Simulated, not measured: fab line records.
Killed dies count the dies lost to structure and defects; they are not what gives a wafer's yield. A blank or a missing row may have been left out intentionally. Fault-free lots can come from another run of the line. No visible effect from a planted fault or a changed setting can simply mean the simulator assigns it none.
3 desks, one fault	flow n5-finfet	only its own numbers are on each desk; what lay behind them is given at the end

THE DEFECT DESK
Counts from the inspections along the route, per lot, as means over the sampled wafers that have a number. Marked OUT: a lot whose mean sits more than 4 standard deviations from the usual mean, which makes it out of limits; the brackets give that distance.
Columns: A = raw-defect-count at N5_BEOL_M6_INSPECT_13, usual 404
lot	first seen here	A
L701	day 9 11:40	443
L704	day 10 16:59	337
L707	day 10 23:50	521
L717	day 13 12:35	315
L718	day 13 15:16	373
L723	day 16 15:38	454
Result from this desk: across the 6 lots, nothing is out of limits.

THE TOOL OWNER'S DESK: rie-metal-03
The tool's own readings at N5_BEOL_M6_HM_OPEN_17 (chemistry Cl2/BCl3, target TiN, target depth 20 nm, overetch 6 nm): means of the sampled wafers that have a number, for each lot that ran on this tool. Marked OUT: a lot whose mean sits more than 4 standard deviations from the usual mean, which makes it out of limits; the brackets give that distance.
Columns: A = bcl3-flow-sccm at N5_BEOL_M6_HM_OPEN_17, usual 21.74 sccm; B = drypump-motor-current-A at N5_BEOL_M6_HM_OPEN_17, usual 5.6 A; C = mfc-cl2-sccm at N5_BEOL_M6_HM_OPEN_17, usual 53.25 sccm; D = oes-product-au at N5_BEOL_M6_HM_OPEN_17, usual 0.68 a.u.; E = throttle-valve-pct at N5_BEOL_M6_HM_OPEN_17, usual 22.22 %
lot	first seen here	A	B	C	D	E
L701	day 9 12:01	21.77	5.5	53.26	0.78	22.04
L704	day 10 18:06	21.71	5.7	53.33	0.71	22.16
L707	day 11 00:26	21.74	5.6	53.12	0.71	22.15
L718	day 13 15:34	21.84	5.7	53.15	0.69	22.17
L723	day 16 16:16	21.74	5.7	53.39	0.67	22.18
Result from this desk: across the 5 lots, nothing is out of limits.

AT THE METROLOGY DESK
What the gauges read for every lot (on any tool): the sampled wafers with a number, averaged. Marked OUT: a lot whose mean sits more than 4 standard deviations from the usual mean, which makes it out of limits; the brackets give that distance.
Columns: A = cd-nm at N5_BEOL_M6_CD_MEAS_11, usual 38.5 nm; B = M6_OVL at N5_BEOL_M6_OVL_MEAS_12, usual -0.3 nm
lot	first seen here	A	B
L701	day 9 11:37	38.8	0.4
L704	day 10 16:56	38.9	-0.3
L707	day 10 23:47	37.8	-0.1
L717	day 13 12:32	38.5	-0.9
L718	day 13 15:12	38.4	0.3
L723	day 16 15:35	38.4	-1.1
Result from this desk: across the 6 lots, nothing is out of limits.

TAKEN TOGETHER
The defect desk saw nothing out of limits.
The desk of the tool owner found nothing out of limits.
From the metrology desk's view, nothing was out of limits.

WHAT WAS PUT IN BY THE SIMULATOR
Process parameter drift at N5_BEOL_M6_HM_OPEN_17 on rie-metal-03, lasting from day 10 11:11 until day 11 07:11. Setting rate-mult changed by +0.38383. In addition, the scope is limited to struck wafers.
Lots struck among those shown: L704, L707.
